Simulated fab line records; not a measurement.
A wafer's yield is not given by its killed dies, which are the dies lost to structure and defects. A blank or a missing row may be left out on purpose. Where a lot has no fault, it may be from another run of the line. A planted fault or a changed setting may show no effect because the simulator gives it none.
Matching of chambers -- flow n5-finfet -- rie-diel-06 running N5_BEOL_M11_ETCH_62: 4 sister chambers
The step etches SOC in N2/H2, target depth 110 nm, overetch 22 nm, time 165 s. 24 wafers are shown with their chamber, then 12 later ones without.

## WAFERS, EACH WITH ITS CHAMBER
wafer,chamber,showerhead-plenum-p-Torr (Torr),throttle-valve-pct (%),oes-product-au (a.u.)
L074.2,0,2.41,17.95,0.64
L074.3,1,2.50,17.74,0.61
L074.6,1,2.50,17.75,0.61
L076.2,1,2.50,17.75,0.61
L076.5,1,2.50,17.74,0.61
L076.6,0,2.41,17.95,0.64
L077.2,3,2.65,17.69,0.66
L077.3,2,2.49,17.42,0.74
L077.6,1,2.50,17.74,0.61
L078.2,1,2.49,17.75,0.60
L078.3,2,2.49,17.43,0.74
L078.6,0,2.41,17.96,0.63
L080.1,1,2.49,17.77,0.60
L080.4,0,2.40,17.96,0.63
L080.5,2,2.48,17.45,0.73
L081.3,2,2.48,17.44,0.72
L081.4,3,2.65,17.70,0.66
L081.6,1,2.49,17.78,0.60
L085.3,1,2.49,17.77,0.60
L085.5,0,2.40,17.99,0.63
L085.6,1,2.49,17.76,0.60
L083.1,3,2.65,17.72,0.65
L083.3,0,2.40,17.99,0.63
L083.5,2,2.48,17.45,0.72

SIGNATURES (averages over the wafers above)
reading,chamber 0,chamber 1,chamber 2,chamber 3,scatter within a chamber
showerhead-plenum-p-Torr,2.4050,2.4950,2.4840,2.6500,0.0051
throttle-valve-pct,17.9667,17.7550,17.4380,17.7033,0.0154
oes-product-au,0.6333,0.6050,0.7300,0.6567,0.00652
Rule: for each reading, subtract the chamber's mean from the wafer's reading, divide by that reading's scatter and square the result; add these up over the readings and take the root, which gives the wafer's distance from the chamber. The wafer belongs to the nearest chamber; if the next one is less than 2 further off, it can't be placed. The scatter: take each reading less its chamber's mean, square it, sum over the shown wafers, divide by the number of wafers less the number of chambers, and take the root.

## WAFERS WITHOUT THEIR CHAMBER
wafer,showerhead-plenum-p-Torr (Torr),throttle-valve-pct (%),oes-product-au (a.u.)
L087.3,2.40,17.99,0.63
L087.4,2.64,17.71,0.65
L087.5,2.49,17.77,0.60
L091.3,2.39,18.00,0.62
L091.5,2.39,18.00,0.62
L091.6,2.64,17.73,0.64
L092.1,2.39,18.02,0.61
L092.2,2.47,17.50,0.70
L092.3,2.64,17.75,0.64
L096.1,2.39,18.03,0.61
L096.4,2.63,17.76,0.63
L096.5,2.47,17.51,0.69

## CHAMBER TAKEN BY EACH
wafer,from the rows above,in truth
L087.3,0,0
L087.4,3,3
L087.5,1,1
L091.3,0,0
L091.5,0,0
L091.6,3,3
L092.1,0,0
L092.2,2,2
L092.3,3,3
L096.1,0,0
L096.4,3,3
L096.5,2,2
Correctly placed: 12 of 12. Left unplaced by these rows: 0. Wrongly placed: 0.
